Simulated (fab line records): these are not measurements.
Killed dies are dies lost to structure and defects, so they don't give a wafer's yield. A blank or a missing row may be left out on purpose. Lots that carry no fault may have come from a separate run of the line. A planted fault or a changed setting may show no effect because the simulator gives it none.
Chamber matching | flow nand_harc | NHARC_A_STAIRCASE_TRIM_20 on rie_diel-12 has 4 sister chambers
The step chemistry O2, time 211.2 s. 30 wafers are shown with their chamber, then 12 later ones without.

== WAFERS WITH THEIR CHAMBER ==
wafer  | chamber | drypump_motor_current_A (A) | showerhead_plenum_p_Torr (Torr) | rf_vpp_V (V)
L074.3 | 3       | 6.5                         | 3.68                            | 58.2
L074.4 | 1       | 5.9                         | 3.37                            | 58.1
L074.5 | 2       | 6.3                         | 3.66                            | 59.5
L075.2 | 3       | 6.5                         | 3.68                            | 59.5
L075.3 | 0       | 5.7                         | 3.47                            | 58.5
L075.6 | 3       | 6.5                         | 3.69                            | 57.1
L076.2 | 2       | 6.3                         | 3.66                            | 59.2
L076.3 | 0       | 5.7                         | 3.46                            | 56.4
L076.4 | 1       | 5.9                         | 3.37                            | 56.5
L080.1 | 3       | 6.5                         | 3.68                            | 57.3
L080.3 | 1       | 5.9                         | 3.36                            | 58.0
L080.6 | 1       | 5.9                         | 3.37                            | 58.5
L078.1 | 3       | 6.5                         | 3.68                            | 58.8
L078.2 | 0       | 5.6                         | 3.46                            | 56.2
L078.6 | 0       | 5.6                         | 3.46                            | 58.2
L079.1 | 0       | 5.7                         | 3.46                            | 57.7
L079.2 | 3       | 6.5                         | 3.68                            | 59.0
L079.5 | 1       | 5.9                         | 3.36                            | 56.9
L083.2 | 2       | 6.3                         | 3.65                            | 58.8
L083.3 | 0       | 5.7                         | 3.46                            | 58.3
L083.6 | 2       | 6.3                         | 3.65                            | 58.6
L086.2 | 1       | 5.9                         | 3.36                            | 56.4
L086.5 | 1       | 5.9                         | 3.36                            | 58.2
L086.6 | 0       | 5.6                         | 3.45                            | 57.1
L087.1 | 1       | 5.9                         | 3.36                            | 57.7
L087.2 | 2       | 6.3                         | 3.65                            | 57.9
L087.4 | 0       | 5.7                         | 3.45                            | 60.0
L089.2 | 3       | 6.5                         | 3.66                            | 58.4
L089.4 | 2       | 6.3                         | 3.64                            | 60.6
L089.6 | 1       | 5.9                         | 3.35                            | 57.0

SIGNATURES (means of the wafers above)
reading                  | chamber 0 | chamber 1 | chamber 2 | chamber 3 | scatter within a chamber
drypump_motor_current_A  | 5.662     | 5.900     | 6.300     | 6.500     | 0.0269
showerhead_plenum_p_Torr | 3.4588    | 3.3622    | 3.6517    | 3.6786    | 0.00737
rf_vpp_V                 | 57.800    | 57.478    | 59.100    | 58.329    | 0.972
Rule: a wafer's distance from a chamber is the root of the sum, over the readings, of the square of ((its reading less the chamber's mean) divided by the reading's scatter). If the next closest chamber is less than 2 further off than the closest, the wafer can't be placed; otherwise it belongs to the closest. The scatter is the square root of a quotient: the sum, over the shown wafers, of each reading's squared deviation from its chamber's mean, divided by wafers minus chambers.

== WAFERS WITHOUT THEIR CHAMBER ==
wafer  | drypump_motor_current_A (A) | showerhead_plenum_p_Torr (Torr) | rf_vpp_V (V)
L091.1 | 6.5                         | 3.66                            | 57.6
L091.2 | 5.9                         | 3.35                            | 55.0
L091.5 | 6.3                         | 3.64                            | 57.8
L092.2 | 6.3                         | 3.64                            | 57.9
L092.3 | 5.6                         | 3.45                            | 57.1
L092.6 | 6.5                         | 3.66                            | 59.5
L093.1 | 6.5                         | 3.66                            | 58.6
L093.2 | 6.3                         | 3.64                            | 58.5
L093.4 | 5.7                         | 3.45                            | 56.5
L095.2 | 5.7                         | 3.45                            | 57.7
L095.4 | 6.3                         | 3.64                            | 57.8
L095.6 | 5.6                         | 3.45                            | 57.5

== WHICH CHAMBER EACH ONE RAN IN ==
wafer  | from the rows above | in truth
L091.1 | 3                   | 3
L091.2 | 1                   | 1
L091.5 | 2                   | 2
L092.2 | 2                   | 2
L092.3 | 0                   | 0
L092.6 | 3                   | 3
L093.1 | 3                   | 3
L093.2 | 2                   | 2
L093.4 | 0                   | 0
L095.2 | 0                   | 0
L095.4 | 2                   | 2
L095.6 | 0                   | 0
Correct placement for 12 of the 12. From these rows, 0 cannot be placed. 0 placed wrongly.
